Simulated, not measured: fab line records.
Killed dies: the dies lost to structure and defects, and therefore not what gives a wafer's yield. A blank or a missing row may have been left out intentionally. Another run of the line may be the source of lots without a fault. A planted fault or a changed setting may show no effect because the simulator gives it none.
fab line records	flow n5Finfet
record: lots: 9	wafers: 27	lastDay: 17
route steps=1938 shown BEOL_M1@840 BEOL_M2@844 BEOL_M4@1111 PASSIVATION@1936
lots untouched by any fault: they come from a run of this same line in which no faults occurred
startH: hours from the record's opening day to when the first of the lot's shown wafers began	waitH: hours since the lot's step before	" identical to the entry in the row above	L1.1+2: a single row standing in for several wafers	- no value, or no start was given	* or withheld: withheld	< > ~ a bound
route shown NAME@n: names a module that has steps shown in the file, with the first one's number in the route	usual: mean/standard deviation of fault-free wafers	same: alike in all rows	chamber/n: place in a boat	sites: readings site by site	_std_site: standard deviation of those values	_edge_site: outer sites' mean less inner sites'	radiusMm: how far each site lies from the wafer's centre	mask NAME#n: copy n	behind: the tool/chamber that last shaped the wafer	hold: why the lot went on hold/how many hours it stayed there/how the hold came to an end	device: the n, p or np transistor that did not switch	end of line: the tests these same wafers got at the end of their route	where a step has no rows: the recipe by itself	killed: dies that structure and defects cost at the first sort, which is not the same as the wafer's yield	map: the dies of a wafer, with x for killed, . for not killed, _ for no die there
set.NAME: setting as actually run; set.NAME@STEP: the setting as run at that earlier step	model.NAME: the simulator's own value behind a step, which no gauge read
one table for each step of the route and one row for each wafer, over a sample of lots
services: a tool's chamber out of use, with start hour (startH, from the record's first day; less than 0 if before it), hours out, and reason
== steps ==
step: N5_BEOL_M1_INSPECT_59
recipe: inspectInstrument: darkfield	mode: postDep
usual: rawDefectCount: 75/27
lot.wafer	tool	chamber	startH	waitH	rawDefectCount
L498.1	defectInspect-02	-	140.63	0.0	96
L498.3	"	-	"	"	141
L498.6	"	-	"	"	57
L500.1	defectInspect-02	-	154.93	0.0	62
L500.4	"	-	"	"	61
L500.6	"	-	"	"	114
L502.2	defectInspect-01	-	155.78	0.0	73
L502.3	"	-	"	"	66
L502.6	"	-	"	"	76
L504.2	defectInspect-02	-	168.73	0.0	86
L504.3	"	-	"	"	54
L504.4	"	-	"	"	60
L507.1	defectInspect-02	-	200.47	0.0	65
L507.2	"	-	"	"	100
L507.4	"	-	"	"	62
L508.1	defectInspect-01	-	201.88	0.0	56
L508.2	"	-	"	"	66
L508.3	"	-	"	"	36
L512.1	defectInspect-02	-	228.00	0.0	97
L512.3	"	-	"	"	76
L512.4	"	-	"	"	64
L519.2	defectInspect-02	-	267.58	0.0	62
L519.3	"	-	"	"	40
L519.4	"	-	"	"	50
L520.1	defectInspect-02	-	270.30	0.0	67
L520.4	"	-	"	"	59
L520.5	"	-	"	"	100
step: N5_BEOL_M2_HM_DEP_02
recipe: material: TiN	targetThkA: 200	tempC: 25	chamberPressurePa: 0.49996
usual: substrateTempC: 25.00/0.094	susceptorTempC: 25.00/0.1	throttleValvePct: 29.8/0.96
lot.wafer	tool	chamber	startH	waitH	substrateTempC	susceptorTempC	throttleValvePct
L498.1	pvdSputter-02	-	142.88	2.1	25.02	25.08	29.5
L498.3	"	-	"	"	25.17	24.99	30.2
L498.6	"	-	"	"	24.92	25.17	29.9
L500.1	pvdSputter-02	-	155.71	0.6	24.93	25.07	28.8
L500.4	"	-	"	"	25.06	25.07	30.6
L500.6	"	-	"	"	24.92	25.14	29.0
L502.2	pvdSputter-01	-	156.80	0.9	24.99	24.86	29.8
L502.3	"	-	"	"	25.04	25.08	30.4
L502.6	"	-	"	"	25.01	24.95	30.0
L504.2	pvdSputter-01	-	169.60	0.7	24.88	24.98	27.3
L504.3	"	-	"	"	25.04	25.08	29.6
L504.4	"	-	"	"	24.89	24.97	30.0
L507.1	pvdSputter-01	-	202.65	2.0	25.07	25.07	30.6
L507.2	"	-	"	"	24.95	25.14	29.8
L507.4	"	-	"	"	25.12	25.01	27.6
L508.1	pvdSputter-03	-	202.76	0.7	24.92	25.04	29.8
L508.2	"	-	"	"	24.94	24.91	30.7
L508.3	"	-	"	"	24.97	25.15	29.6
L512.1	pvdSputter-01	-	228.67	0.5	25.03	24.89	30.1
L512.3	"	-	"	"	24.90	24.92	30.5
L512.4	"	-	"	"	25.08	25.00	29.7
L519.2	pvdSputter-01	-	268.62	0.9	24.98	25.06	30.1
L519.3	"	-	"	"	25.09	24.91	30.0
L519.4	"	-	"	"	25.01	24.97	30.5
L520.1	pvdSputter-02	-	272.28	1.8	25.08	24.99	30.2
L520.4	"	-	"	"	25.09	24.98	28.9
L520.5	"	-	"	"	24.84	25.09	30.1
step: N5_BEOL_M2_CD_MEAS_11
recipe: targetCdNm: 16.79	landingEnergyEv: 500	detector: seInlens	polarity: opening
usual: cdNm: 16.83/0.24
same: landingEnergyEv: 500
lot.wafer	tool	chamber	startH	waitH	cdNm
L498.1	cdSem-01	0	143.28	-	16.86
L498.3	"	0	"	"	16.93
L498.6	"	0	"	"	16.79
L500.1	cdSem-02	0	156.10	-	16.91
L500.4	"	0	"	"	16.93
L500.6	"	0	"	"	16.70
L502.2	cdSem-01	0	157.23	-	17.31
L502.3	"	0	"	"	17.01
L502.6	"	0	"	"	17.08
L504.2	cdSem-01	0	170.12	-	16.85
L504.3	"	0	"	"	16.74
L504.4	"	0	"	"	16.83
L507.1	cdSem-01	0	203.17	-	16.36
L507.2	"	0	"	"	16.48
L507.4	"	0	"	"	16.71
L508.1	cdSem-02	0	203.34	-	16.43
L508.2	"	0	"	"	16.63
L508.3	"	0	"	"	16.78
L512.1	cdSem-02	0	229.20	-	16.74
L512.3	"	0	"	"	16.93
L512.4	"	0	"	"	16.92
L519.2	cdSem-01	0	269.02	-	16.85
L519.3	"	0	"	"	16.81
L519.4	"	0	"	"	16.71
L520.1	cdSem-01	0	272.68	-	16.99
L520.4	"	0	"	"	17.20
L520.5	"	0	"	"	16.94
step: N5_BEOL_M2_ETCH_64
recipe: chemistry: N2/H2	target: SOC	targetDepthA: 750	overetchA: 225	maskMaterial: SiARC	tempC: 40	timeS: 121.9	ionEnergyEv: 200	pressureMtorr: 30	sourceW: 840	biasW: 150	n2FlowSccm: 200	h2FlowSccm: 200
usual: biasW: 150.1/0.42	chamberPressureMTorr: 29.999/0.028	drypumpMotorCurrentA: 5.7/0.53	oesProductAu: 0.62/0.058	rfVppV: 524/3.4	showerheadPlenumPTorr: 2.55/0.12	throttleValvePct: 17.76/0.25
lot.wafer	tool	chamber	startH	waitH	biasW	chamberPressureMTorr	drypumpMotorCurrentA	oesProductAu	rfHoursCounterH	rfVppV	showerheadPlenumPTorr	throttleValvePct
L498.1	rieDiel-04	2	143.48	0.0	150.4	30.014	5.7	0.52	228	524	2.50	17.56
L498.3	"	1	"	"	149.9	29.931	6.2	0.68	33	529	2.70	17.45
L498.6	"	0	"	"	149.4	30.041	6.5	0.63	-	527	2.68	17.58
L500.1	rieDiel-05	0	156.31	0.0	150.6	30.049	5.2	0.58	130	521	2.47	17.71
L500.4	"	1	"	"	149.9	30.009	5.9	0.64	76	519	2.46	17.82
L500.6	"	1	"	"	150.7	29.967	5.9	0.64	-	523	2.46	17.82
L502.2	rieDiel-03	3	157.43	0.0	151.0	29.961	5.5	0.57	155	518	2.34	17.90
L502.3	"	2	"	"	150.1	29.968	4.8	0.72	11	523	2.51	17.55
L502.6	"	2	"	"	150.2	30.000	4.8	0.73	-	522	2.51	17.56
L504.2	rieDiel-03	1	170.32	0.0	150.1	30.002	6.3	0.52	222	526	2.61	18.26
L504.3	"	3	"	"	150.1	29.993	5.5	0.56	161	519	2.34	17.92
L504.4	"	2	"	"	149.9	30.033	4.8	0.71	17	519	2.51	17.56
L507.1	rieDiel-04	0	203.37	0.0	149.2	30.018	6.6	0.61	89	527	2.67	17.66
L507.2	"	1	"	"	149.9	30.005	6.1	0.65	57	528	2.69	17.50
L507.4	"	1	"	"	150.6	29.949	6.1	0.65	-	528	2.69	17.49
L508.1	rieDiel-03	3	203.54	0.0	150.2	29.973	5.5	0.56	171	519	2.33	17.93
L508.2	"	2	"	"	150.0	30.007	4.8	0.70	26	523	2.51	17.57
L508.3	"	0	"	"	150.7	29.981	5.3	0.62	96	522	2.46	17.93
L512.1	rieDiel-03	1	229.40	0.0	150.0	29.992	6.3	0.51	242	525	2.60	18.28
L512.3	"	2	"	"	191.6	29.972	4.8	0.69	35	608	2.50	17.61
L512.4	"	0	"	"	150.5	29.972	5.3	0.62	106	522	2.46	17.96
L519.2	rieDiel-04	3	269.22	0.0	151.1	30.011	5.9	0.67	41	527	2.68	17.81
L519.3	"	0	"	"	150.7	29.968	6.5	0.59	119	527	2.66	17.69
L519.4	"	1	"	"	150.0	29.960	6.1	0.62	86	527	2.68	17.54
L520.1	rieDiel-04	2	272.88	0.0	149.8	30.021	5.8	0.70	17	524	2.48	17.21
L520.4	"	3	"	"	150.0	29.965	6.0	0.66	42	527	2.68	17.81
L520.5	"	2	"	"	149.5	30.017	5.7	0.70	-	523	2.48	17.21
step: N5_BEOL_M4_RC_MEAS_101
usual: DIBL_N: 35.3/1.5	DIBL_P: 35.3/1.9	IOFF_N: 0.145/0.027	IOFF_P: 0.20/0.033	ION_N: 670/12	ION_P: 462/6.8	SS_N: 71.3/0.6	SS_P: 73.1/0.7	VT_N: 251/3.4	VT_P: -251/3.2
lot.wafer	tool	chamber	startH	waitH	DIBL_N[mV/V]	DIBL_P[mV/V]	IOFF_N[nA/um]	IOFF_P[nA/um]	ION_N[uA/um]	ION_P[uA/um]	SS_N[mV/dec]	SS_P[mV/dec]	VT_N[mV]	VT_P[mV]
L498.1	prober-02	0	182.71	0.0	35.3	35.0	0.147	0.18	670	456	71.7	72.2	248	-254
L498.3	"	0	"	"	33.1	32.6	0.115	0.16	664	458	70.6	72.7	254	-252
L498.6	"	0	"	"	35.4	35.4	0.157	0.20	679	466	70.9	72.6	248	-247
L500.1	prober-02	0	192.03	0.0	33.6	35.7	0.140	0.19	675	461	70.7	74.2	247	-252
L500.4	"	0	"	"	36.0	38.2	0.180	0.24	683	466	71.5	73.6	245	-249
L500.6	"	0	"	"	35.5	37.7	0.182	0.22	686	462	71.5	74.4	246	-248
L502.2	prober-02	0	206.93	0.2	34.1	32.8	0.123	0.19	667	463	70.3	72.7	251	-251
L502.3	"	0	"	"	35.1	32.7	0.135	0.19	666	460	70.8	72.9	249	-251
L502.6	"	0	"	"	35.1	32.5	0.121	0.18	654	452	70.6	72.9	253	-252
L504.2	prober-02	0	232.01	0.2	39.0	40.1	0.230	0.33	693	476	72.4	75.6	247	-242
L504.3	"	0	"	"	35.8	36.8	0.172	0.25	676	474	72.2	73.9	245	-241
L504.4	"	0	"	"	36.0	36.7	0.174	0.25	679	471	71.8	73.8	252	-246
L507.1	prober-01	0	240.44	0.0	35.3	35.3	0.149	0.23	674	465	71.1	73.4	251	-250
L507.2	"	0	"	"	32.1	31.7	0.108	0.17	662	460	70.5	71.9	254	-250
L507.4	"	0	"	"	34.6	35.5	0.132	0.21	664	462	71.6	72.2	253	-246
L508.1	prober-02	0	241.10	0.0	33.6	32.8	0.111	0.17	659	452	70.7	71.5	256	-253
L508.2	"	0	"	"	33.6	33.8	0.130	0.20	674	474	70.3	72.5	249	-250
L508.3	"	0	"	"	34.0	34.8	0.126	0.20	656	458	71.2	72.3	255	-248
L512.1	prober-01	0	259.88	0.0	36.2	36.4	0.143	0.19	669	458	71.5	73.0	250	-252
L512.3	"	0	"	"	34.2	35.0	0.112	0.17	657	459	71.6	72.5	255	-251
L512.4	"	0	"	"	35.7	36.0	0.139	0.19	677	465	70.9	73.7	251	-252
L519.2	prober-01	0	304.26	0.2	36.1	34.9	0.148	0.18	668	454	71.4	73.0	251	-255
L519.3	"	0	"	"	36.3	35.3	0.159	0.19	676	462	71.4	73.0	248	-253
L519.4	"	0	"	"	35.4	35.1	0.150	0.19	662	461	71.5	73.4	247	-252
L520.1	prober-02	0	307.25	0.0	36.9	37.1	0.151	0.21	667	460	71.1	73.5	248	-249
L520.4	"	0	"	"	35.1	34.1	0.120	0.18	663	465	71.8	72.4	254	-250
L520.5	"	0	"	"	37.1	36.7	0.148	0.22	658	456	71.5	73.8	250	-248
step: N5_PASSIVATION_PROBE_49
usual: defectLimitedYield: 91.2/1.5	killed_at_M0_to_M3: 34/11	killed_at_M4_up: 14/5.4	killedAtContacts: 12/5.9	killedAtFrontEnd: 40/12	killedAtOther: 4/3.3	killedDies: 103/18	killedOpen: 68/13	killedShort: 34/7.5	sort_bin_5_function: 5.1/1	sort_bin_6_memory: 3.3/0.7	sortNPass: 1076/18	sortYieldPct: 91.2/1.5
same: grossDies: 1180	killedAtBackSide: 0	sort_bin_4_leakage[%]: 0	sort_bin_8_speed[%]: 0
lot.wafer	tool	chamber	startH	waitH	defectLimitedYield[%]	killed_at_M0_to_M3	killed_at_M4_up	killedAtContacts	killedAtFrontEnd	killedAtOther	killedDies	killedOpen	killedShort	sort_bin_5_function[%]	sort_bin_6_memory[%]	sortNPass	sortYieldPct[%]
L502.2	prober-01	-	313.43	0.1	91.8	36	15	9	35	2	97	67	30	4.0	4.1	1083	91.8
L502.3	prober-01	-	313.48	0.1	88.6	52	14	12	54	2	134	86	48	6.4	4.7	1046	88.6
L502.6	prober-01	-	313.63	0.3	89.3	47	15	12	46	6	126	81	43	6.6	3.6	1054	89.3
L504.3	prober-02	-	343.35	1.0	90.2	41	19	13	39	4	116	87	28	7.3	2.5	1064	90.2
L504.4	prober-02	-	343.40	1.0	88.5	50	16	15	55	0	136	93	41	6.2	4.5	1044	88.5
L508.1	prober-02	-	347.80	0.0	89.5	55	11	2	43	13	124	80	43	6.0	4.0	1056	89.5
L508.2	prober-02	-	347.85	0.1	92.8	24	9	9	35	8	85	54	29	4.7	2.5	1095	92.8
L508.3	prober-02	-	347.90	0.1	91.7	41	14	7	25	11	98	62	35	4.2	3.7	1082	91.7
L512.1	prober-02	-	357.50	0.0	90.1	34	28	12	42	1	117	88	29	6.5	3.1	1063	90.1
L512.3	prober-02	-	357.60	0.1	92.1	23	26	8	35	1	93	62	29	4.4	2.8	1087	92.1
L512.4	prober-02	-	357.65	0.2	91.4	40	17	8	35	1	101	72	28	5.0	3.4	1079	91.4
killed by level:class
L502.2 BEOL_M0_SAQP:geometricParticle:short=12 BEOL_M0_SAQP:geometricParticle:open=9 MOL_CONTACT_COAG:geometricParticle:open=8 BEOL_M4:geometricParticle:open=8 DUMMY_GATE:geometricParticle:open=7 FIN_SAQP:geometricParticle:short=6 FIN_SAQP:geometricParticle:open=6 BEOL_M2:geometricParticle:open=6
L502.3 BEOL_M0_SAQP:geometricParticle:short=18 BEOL_M0_SAQP:geometricParticle:open=15 BEOL_M2:geometricParticle:open=13 FIN_SAQP:geometricParticle:open=12 STI_FIN_REVEAL:geometricParticle:open=11 MOL_CONTACT_COAG:geometricParticle:open=11 FIN_SAQP:geometricParticle:short=10 BEOL_M4:geometricParticle:open=9
L502.6 BEOL_M0_SAQP:geometricParticle:open=21 STI_FIN_REVEAL:geometricParticle:open=14 BEOL_M0_SAQP:geometricParticle:short=13 MOL_CONTACT_COAG:geometricParticle:open=9 BEOL_M4:geometricParticle:open=8 FIN_SAQP:geometricParticle:open=6 GATE_CUT:geometricParticle:short=6 BEOL_M2:geometricParticle:open=5
L504.3 BEOL_M3:geometricParticle:open=17 MOL_CONTACT_COAG:geometricParticle:open=13 BEOL_M4:geometricParticle:open=11 STI_FIN_REVEAL:geometricParticle:open=10 GATE_CUT:geometricParticle:open=7 BEOL_M0_SAQP:geometricParticle:short=6 BEOL_M1:geometricParticle:open=6 GATE_CUT:geometricParticle:short=4
L504.4 STI_FIN_REVEAL:geometricParticle:open=17 BEOL_M3:geometricParticle:open=12 GATE_CUT:geometricParticle:short=11 MOL_CONTACT_COAG:geometricParticle:open=9 BEOL_M0_SAQP:geometricParticle:open=8 BEOL_M2:geometricParticle:open=8 BEOL_M4:geometricParticle:open=8 GATE_CUT:geometricParticle:open=6
L508.1 BEOL_M0_SAQP:geometricParticle:open=18 BEOL_M0_SAQP:geometricParticle:short=14 BEOL_M1:geometricParticle:open=12 STI_FIN_REVEAL:geometricParticle:open=11 FIN_SAQP:geometricParticle:open=10 FIN_SAQP:geometricParticle:short=7 DUMMY_GATE:geometricParticle:open=4 BEOL_M3:geometricParticle:open=4
L508.2 FIN_SAQP:geometricParticle:short=11 MOL_CONTACT_COAG:geometricParticle:open=9 STI_FIN_REVEAL:geometricParticle:open=7 DUMMY_GATE:geometricParticle:open=5 BEOL_M0_SAQP:geometricParticle:short=5 BEOL_M0_SAQP:geometricParticle:open=5 PASS1_DEP:geometricParticle:short=3 BEOL_M1:geometricParticle:open=3
L508.3 BEOL_M0_SAQP:geometricParticle:open=8 BEOL_M3:geometricParticle:open=8 FIN_SAQP:geometricParticle:open=7 FIN_SAQP:geometricParticle:short=6 BEOL_M1:geometricParticle:open=6 BEOL_M2:geometricParticle:open=6 BEOL_M5:geometricParticle:open=6 BEOL_M0_SAQP:geometricParticle:short=5
L512.1 STI_FIN_REVEAL:geometricParticle:open=14 BEOL_M4:geometricParticle:open=13 MOL_CONTACT_COAG:geometricParticle:open=11 BEOL_M1:geometricParticle:open=10 BEOL_M0_SAQP:geometricParticle:open=8 BEOL_M0_SAQP:geometricParticle:short=5 BEOL_M2:geometricParticle:open=5 BEOL_M4:geometricParticle:short=5
L512.3 BEOL_M4:geometricParticle:open=13 STI_FIN_REVEAL:geometricParticle:open=8 MOL_CONTACT_COAG:geometricParticle:open=7 BEOL_M0_SAQP:geometricParticle:short=7 BEOL_M4:geometricParticle:short=7 BEOL_M3:geometricParticle:open=6 FIN_SAQP:geometricParticle:open=4 GATE_CUT:geometricParticle:short=4
L512.4 BEOL_M1:geometricParticle:open=10 STI_FIN_REVEAL:geometricParticle:open=9 BEOL_M2:geometricParticle:open=8 BEOL_M0_SAQP:geometricParticle:open=7 BEOL_M3:geometricParticle:open=7 BEOL_M4:geometricParticle:open=7 BEOL_M0_SAQP:geometricParticle:short=6 ILD0:geometricParticle:open=5
== services ==
tool	chamber	startH	hours	kind
rieDiel-04	3	144.22	-	clean
rieDiel-04	3	144.22	-	consumableReplace:focusRing
rieDiel-04	3	144.22	-	consumableReplace:showerhead
rieDiel-04	3	144.22	22.3	scheduledDown
rieDiel-04	3	144.22	22.3	ventCycle
pvdSputter-03	-	152.30	1.4	repair
rieDiel-05	0	167.54	4.6	repair
rieDiel-03	2	185.10	3.2	repair
rieDiel-05	-	196.32	1.0	repair
rieDiel-04	-	199.04	0.5	repair
rieDiel-04	2	202.38	-	clean
rieDiel-04	2	202.38	-	consumableReplace:focusRing
rieDiel-04	2	202.38	27.5	scheduledDown
rieDiel-04	2	202.38	27.5	ventCycle
rieDiel-03	1	258.58	-	clean
rieDiel-03	1	258.58	-	consumableReplace:focusRing
rieDiel-03	1	258.58	25.3	scheduledDown
rieDiel-03	1	258.58	25.3	ventCycle
== key ==
firstSign: step: N5_BEOL_M2_ETCH_64	reading: biasW	direction: up	sigmas: 98	usual: *	struck: *
effect: step: N5_BEOL_M2_ETCH_64	reading: rfVppV	direction: up	sigmas: 24	usual: 524	struck: 608
metAt N5_BEOL_M2_ETCH_64
struckLots L512
struckWafers L512.3
notActingAt N5_BEOL_M1_INSPECT_59,N5_BEOL_M2_HM_DEP_02,N5_BEOL_M2_CD_MEAS_11
onsetBetween 203.54 229.40
fault: kind: processParameterDrift	tool: rieDiel-03	chamber: 2	onsetH: 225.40	steps: N5_BEOL_M2_ETCH_64	channel: biasW	offset: *	shape: step	endH: 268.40	actsIn: *	stated: *
